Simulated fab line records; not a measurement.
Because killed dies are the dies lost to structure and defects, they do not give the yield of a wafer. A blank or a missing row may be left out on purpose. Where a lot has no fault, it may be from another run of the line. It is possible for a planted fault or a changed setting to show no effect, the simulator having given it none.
Which tool is to blame? | flow n5-finfet | Sampling: 10 lots, 30 wafers, 3 of 1938 route steps

== WHAT THE GAUGES SHOWED, per wafer ==
N5_BEOL_M2_RS_MEAS_58: measurement is done with a four-point probe.
lot  | measured     | on            | M2_RS (ohm/sq)
L502 | day 6 22:46  | film-metro-02 | 0.70 0.67 0.73
L504 | day 7 11:30  | film-metro-01 | 0.65 0.72 0.69
L509 | day 8 09:37  | film-metro-01 | 0.68 0.75 0.68
L508 | day 8 12:03  | film-metro-02 | 0.71 0.67 0.63
L510 | day 8 19:25  | film-metro-02 | 0.64 0.66 0.66
L511 | day 9 09:52  | film-metro-01 | 0.69 0.68 0.66
L512 | day 9 10:11  | film-metro-01 | 0.70 0.71 0.76
L522 | day 11 20:20 | film-metro-02 | 0.67 0.68 0.66
L524 | day 12 09:45 | film-metro-01 | 0.67 0.72 0.68
L525 | day 12 13:17 | film-metro-02 | 0.69 0.68 0.63

== WHICH TOOL RAN EACH LOT (tool, then ch and the chambers of the sampled wafers, then the start) ==
lot  | N5_BEOL_M2_ANNEAL_89         | N5_BEOL_M2_DEP_57
L502 | pvd-sputter-02, day 6 20:54  | pecvd-01 ch 0,1,2, day 6 22:42
L504 | pvd-sputter-03, day 7 09:35  | pecvd-03 ch 0,2, day 7 11:26
L509 | pvd-sputter-01, day 8 07:46  | pecvd-02 ch 0,1, day 8 09:33
L508 | pvd-sputter-02, day 8 09:54  | pecvd-03 ch 0,1,2, day 8 11:59
L510 | pvd-sputter-01, day 8 17:28  | pecvd-03 ch 0,1,2, day 8 19:20
L511 | pvd-sputter-02, day 9 07:59  | pecvd-01 ch 0,1,2, day 9 09:47
L512 | pvd-sputter-03, day 9 08:17  | pecvd-01 ch 0,2, day 9 10:08
L522 | pvd-sputter-03, day 11 18:29 | pecvd-01 ch 0,1,2, day 11 20:16
L524 | pvd-sputter-03, day 12 07:52 | pecvd-01 ch 1,2, day 12 09:40
L525 | pvd-sputter-03, day 12 11:25 | pecvd-03 ch 1,2, day 12 13:12
- N5_BEOL_M2_ANNEAL_89: time 240 s.
- N5_BEOL_M2_DEP_57: deposits SiCN from 3MS/NH3, target thk 8 nm, time 14 s.

== THE ANSWER, worked out from the rows above alone ==
Rule: usual is defined by the lots themselves. Put in order of their means at a reading, lots are off if they are a third of the lots or fewer, leave a main group of 4 or more, and stand apart from it by a gap of 3 or more times the standard deviation of the main group's means; of several such gaps the widest counts. A main group whose means are all the same, to the digits that the tables above print for the reading, isn't used. A lot without any number at a reading at which 4 lots or more have one is off too. All remaining lots with rows at the step are treated as sound.
No lot is off on any of the readings shown, so nothing can be concluded from this.

== WHAT WAS PUT IN BY THE SIMULATOR ==
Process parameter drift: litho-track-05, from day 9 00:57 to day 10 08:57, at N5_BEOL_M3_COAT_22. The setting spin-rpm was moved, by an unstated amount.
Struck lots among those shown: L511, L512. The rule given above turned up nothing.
